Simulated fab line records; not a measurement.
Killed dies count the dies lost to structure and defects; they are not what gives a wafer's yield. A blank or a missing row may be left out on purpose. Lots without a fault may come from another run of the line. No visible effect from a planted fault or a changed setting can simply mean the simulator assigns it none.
Which tool was responsible? || flow n5-finfet || Sampling: 11 lots, 29 wafers, 4 of 1938 route steps

## WHAT THE GAUGES SHOWED, per wafer
N5_BEOL_M10_THK_MEAS_01.
{"lot": "L737", "measured": "day 10 09:47", "on": "film-metro-01", "M10_ILD_THK (nm)": "264 266 267"}
{"lot": "L738", "measured": "day 10 15:44", "on": "film-metro-02", "M10_ILD_THK (nm)": "268 268 272"}
{"lot": "L743", "measured": "day 11 20:46", "on": "film-metro-01", "M10_ILD_THK (nm)": "270 272 269"}
{"lot": "L745", "measured": "day 12 18:07", "on": "film-metro-02", "M10_ILD_THK (nm)": "269 266"}
{"lot": "L747", "measured": "day 13 04:54", "on": "film-metro-02", "M10_ILD_THK (nm)": "269 268 272"}
{"lot": "L750", "measured": "day 13 20:30", "on": "film-metro-01", "M10_ILD_THK (nm)": "265 224"}
{"lot": "L752", "measured": "day 14 13:38", "on": "film-metro-02", "M10_ILD_THK (nm)": "262 267 274"}
{"lot": "L755", "measured": "day 14 18:06", "on": "film-metro-02", "M10_ILD_THK (nm)": "216 219"}
{"lot": "L756", "measured": "day 15 05:43", "on": "film-metro-02", "M10_ILD_THK (nm)": "269 219"}
{"lot": "L757", "measured": "day 15 14:56", "on": "film-metro-01", "M10_ILD_THK (nm)": "264 271 271"}
{"lot": "L753", "measured": "day 16 09:46", "on": "film-metro-02", "M10_ILD_THK (nm)": "263 265 267"}

## WHICH TOOL RAN EACH LOT (tool, then ch and the chambers of the sampled wafers, then the start)
{"lot": "L737", "N5_BEOL_M9_TRENCH_ETCH_37": "rie-diel-06 ch 0,1, day 10 06:22 or earlier", "N5_BEOL_M9_SPUTTER_48": "pvd-sputter-01, day 10 07:46", "N5_BEOL_M10_ILD_DEP_00": "pecvd-04 ch 1,2, day 10 09:10"}
{"lot": "L738", "N5_BEOL_M9_TRENCH_ETCH_37": "rie-diel-05 ch 0,1,2, day 10 12:19 or earlier", "N5_BEOL_M9_SPUTTER_48": "pvd-sputter-01, day 10 13:50", "N5_BEOL_M10_ILD_DEP_00": "pecvd-04 ch 0,2, day 10 15:09"}
{"lot": "L743", "N5_BEOL_M9_TRENCH_ETCH_37": "rie-diel-06 ch 1,2,3, day 11 17:55 or earlier", "N5_BEOL_M9_SPUTTER_48": "pvd-sputter-03, day 11 19:08", "N5_BEOL_M10_ILD_DEP_00": "pecvd-01 ch 0,2, day 11 20:09"}
{"lot": "L745", "N5_BEOL_M9_TRENCH_ETCH_37": "rie-diel-05 ch 0,2, day 12 14:11 or earlier", "N5_BEOL_M9_SPUTTER_48": "pvd-sputter-03, day 12 16:31", "N5_BEOL_M10_ILD_DEP_00": "pecvd-02 ch 0,2, day 12 17:33"}
{"lot": "L747", "N5_BEOL_M9_TRENCH_ETCH_37": "rie-diel-06 ch 1,2,3, day 13 01:53 or earlier", "N5_BEOL_M9_SPUTTER_48": "pvd-sputter-03, day 13 03:17", "N5_BEOL_M10_ILD_DEP_00": "pecvd-01 ch 0,1,2, day 13 04:19"}
{"lot": "L750", "N5_BEOL_M9_TRENCH_ETCH_37": "rie-diel-06 ch 0,2, day 13 16:52 or earlier", "N5_BEOL_M9_SPUTTER_48": "pvd-sputter-02, day 13 18:52", "N5_BEOL_M10_ILD_DEP_00": "pecvd-01 ch 1, day 13 19:55"}
{"lot": "L752", "N5_BEOL_M9_TRENCH_ETCH_37": "rie-diel-06 ch 1,2, day 14 10:32 or earlier", "N5_BEOL_M9_SPUTTER_48": "pvd-sputter-01, day 14 11:49", "N5_BEOL_M10_ILD_DEP_00": "pecvd-04 ch 0,1,2, day 14 13:02"}
{"lot": "L755", "N5_BEOL_M9_TRENCH_ETCH_37": "rie-diel-03 ch 1,2, day 14 14:44 or earlier", "N5_BEOL_M9_SPUTTER_48": "pvd-sputter-02, day 14 16:29", "N5_BEOL_M10_ILD_DEP_00": "pecvd-01 ch 0,2, day 14 17:31"}
{"lot": "L756", "N5_BEOL_M9_TRENCH_ETCH_37": "rie-diel-03 ch 0,3, day 15 01:48 or earlier", "N5_BEOL_M9_SPUTTER_48": "pvd-sputter-02, day 15 03:23", "N5_BEOL_M10_ILD_DEP_00": "pecvd-01 ch 0,2, day 15 04:38"}
{"lot": "L757", "N5_BEOL_M9_TRENCH_ETCH_37": "rie-diel-05 ch 0,3, day 15 11:25 or earlier", "N5_BEOL_M9_SPUTTER_48": "pvd-sputter-01, day 15 12:33", "N5_BEOL_M10_ILD_DEP_00": "pecvd-04 ch 1,2, day 15 13:51"}
{"lot": "L753", "N5_BEOL_M9_TRENCH_ETCH_37": "rie-diel-06 ch 0,2,3, day 16 05:03 or earlier", "N5_BEOL_M9_SPUTTER_48": "pvd-sputter-01, day 16 07:52", "N5_BEOL_M10_ILD_DEP_00": "pecvd-02 ch 0,1,2, day 16 09:11"}
- N5_BEOL_M9_TRENCH_ETCH_37: etches SiCOH lowk in C4F6/O2, target depth 151.43 nm, time 49 s.
- N5_BEOL_M9_SPUTTER_48: material Cu, target thk 12 nm, time 2 s.
- N5_BEOL_M10_ILD_DEP_00: deposits SiCOH lowk from DEMS/porogen, target thk 308.51 nm, time 58 s.

## THE ANSWER, worked out from the rows above alone
Rule: the lots themselves supply what counts as usual. Put in order of their means at a reading, lots are off if they are a third of the lots or fewer, leave a main group of 4 or more, and stand apart from it by a gap of 3 or more times the standard deviation of the main group's means; of several such gaps the widest counts. If all means in a main group match to the digits the tables above print for the reading, that group is not used. Also off: a lot with no number at a reading for which 4 or more lots have one. All remaining lots with rows at the step are treated as sound.
Off: L750, L755, L756, seen at N5_BEOL_M10_THK_MEAS_01 (M10_ILD_THK). Mean 268 nm and standard deviation 1.8 in the main group.
A tool fits if, at a process step before that reading, it ran every lot that is off, and no sound lot after the first of them. Those tools and the gauges at N5_BEOL_M10_THK_MEAS_01 are tried in the same way. Because N5_BEOL_M9_TRENCH_ETCH_37 lacks a start for some lots, the hours and order of its lots are taken from N5_BEOL_M9_CD_MEAS_35. 2 tools fit, pvd-sputter-02 at N5_BEOL_M9_SPUTTER_48 and pecvd-01 at N5_BEOL_M10_ILD_DEP_00, so this cannot tell which one it is.

## WHAT THE SIMULATOR HAD PUT IN
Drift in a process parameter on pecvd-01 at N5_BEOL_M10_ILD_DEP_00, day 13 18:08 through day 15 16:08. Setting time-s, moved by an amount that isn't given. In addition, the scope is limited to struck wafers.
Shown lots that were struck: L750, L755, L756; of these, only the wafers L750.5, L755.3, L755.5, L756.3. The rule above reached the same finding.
